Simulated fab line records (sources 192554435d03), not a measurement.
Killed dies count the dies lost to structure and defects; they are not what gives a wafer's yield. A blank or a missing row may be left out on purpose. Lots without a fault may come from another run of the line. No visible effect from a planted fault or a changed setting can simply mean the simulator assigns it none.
Split-lot trial	flow n5-finfet	7 lots, 21 wafers read, on a route of 1938 steps

## ABOUT THE SPLIT
At N5_BEOL_M8_ILD_DEP_00 (deposits SiCOH lowk from DEMS/porogen, target thk 179.75 nm, time 33.4 s), the setting time-s was moved away from the recipe's 33.4 s on 6 of the 21 wafers read, by -14.8% to +14.6%. The other wafers ran this setting at the recipe's value.

## FROM THE SPLIT ON TO THE READING: in between, the file shows 1 step
- N5_BEOL_M8_CURE_74: cures SiCOH lowk, time 240 s

## THE READING
Values of M8_ILD_THK in nm from N5_BEOL_M8_THK_MEAS_01. Typical for fault-free wafers on this fab line: 154.9 nm, with standard deviation 2.1 nm.

wafer	tool, chamber at the split	time-s as run, s	against the recipe	M8_ILD_THK, nm	against lot-mates on the recipe
L077.2	pecvd-01, 2	33.4	recipe	152.2	-
L077.3	pecvd-01, 1	33.4	recipe	151.7	-
L077.5	pecvd-01, 0	28.47	-14.8%	131.6	-20.3
L080.2	pecvd-02, 1	33.4	recipe	154.9	-
L080.4	pecvd-02, 2	33.4	recipe	156.0	-
L080.6	pecvd-02, 1	33.4	recipe	156.7	-
L083.3	pecvd-02, 0	35.48	+6.2%	161.9	+6.0
L083.5	pecvd-02, 0	35.48	+6.2%	165.5	+9.6
L083.6	pecvd-02, 2	33.4	recipe	155.9	-
L090.1	pecvd-03, 2	35.22	+5.4%	162.8	+6.3
L090.3	pecvd-03, 0	35.22	+5.4%	162.1	+5.6
L090.6	pecvd-03, 2	33.4	recipe	156.5	-
L095.1	pecvd-01, 2	33.4	recipe	154.9	-
L095.2	pecvd-01, 0	33.4	recipe	155.3	-
L095.5	pecvd-01, 0	33.4	recipe	158.5	-
L096.2	pecvd-02, 2	33.4	recipe	157.7	-
L096.3	pecvd-02, 0	38.27	+14.6%	178.4	+19.0
L096.6	pecvd-02, 2	33.4	recipe	161.2	-
L097.1	pecvd-03, 1	33.4	recipe	149.4	-
L097.2	pecvd-03, 2	33.4	recipe	154.7	-
L097.3	pecvd-03, 0	33.4	recipe	153.6	-

FIT RESULTS
A straight line over all 21 wafers: M8_ILD_THK changes by +1.54 nm for each +1% of time-s; r = +0.95; the points scatter about the line by 2.6 nm.
The same after taking each lot's own level away (the mean of its wafers on the recipe; 21 wafers): +1.31 nm for each +1%; r = +0.98; scatter 1.5 nm.
According to that fit, moving time-s by its largest amount changes the reading by 19 nm.
The lots' own levels span 151.95 to 159.45 nm, that is 3.6 times the standard deviation above.
So the lot-to-lot level changes the slope: the two fits differ.
Check: with one of the wafers moved furthest among these (-14.8%) left out of the fit, the line predicts -18.7 nm for it against its lot-mates. It came out at -20.3 nm against them.

## THE WHOLE CHAIN: every reading that the file lists as answering this split, in the file's order
step	what it does	reading	change (the file's fit)	r (the file's)
N5_BEOL_M8_ILD_DEP_00	deposits SiCOH lowk from DEMS/porogen, target thk 179.75 nm, time 33.4 s	SiCOH_lowk_of_BEOL_M8_ILD_DEP_00.thk-nm (the simulator's own value, which no gauge read)	+1.51 nm for each +1% of the setting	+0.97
N5_BEOL_M8_CURE_74	cures SiCOH lowk, time 240 s	SiCOH_lowk_of_BEOL_M8_ILD_DEP_00.thk-nm (the simulator's own value, which no gauge read)	+1.32 nm for each +1% of the setting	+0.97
N5_BEOL_M8_THK_MEAS_01		M8_ILD_THK	+1.32 for each +1% of the setting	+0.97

## THE FILE'S OWN FIT
M8_ILD_THK changes by +1.32 nm for each +1% of time-s, r = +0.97.
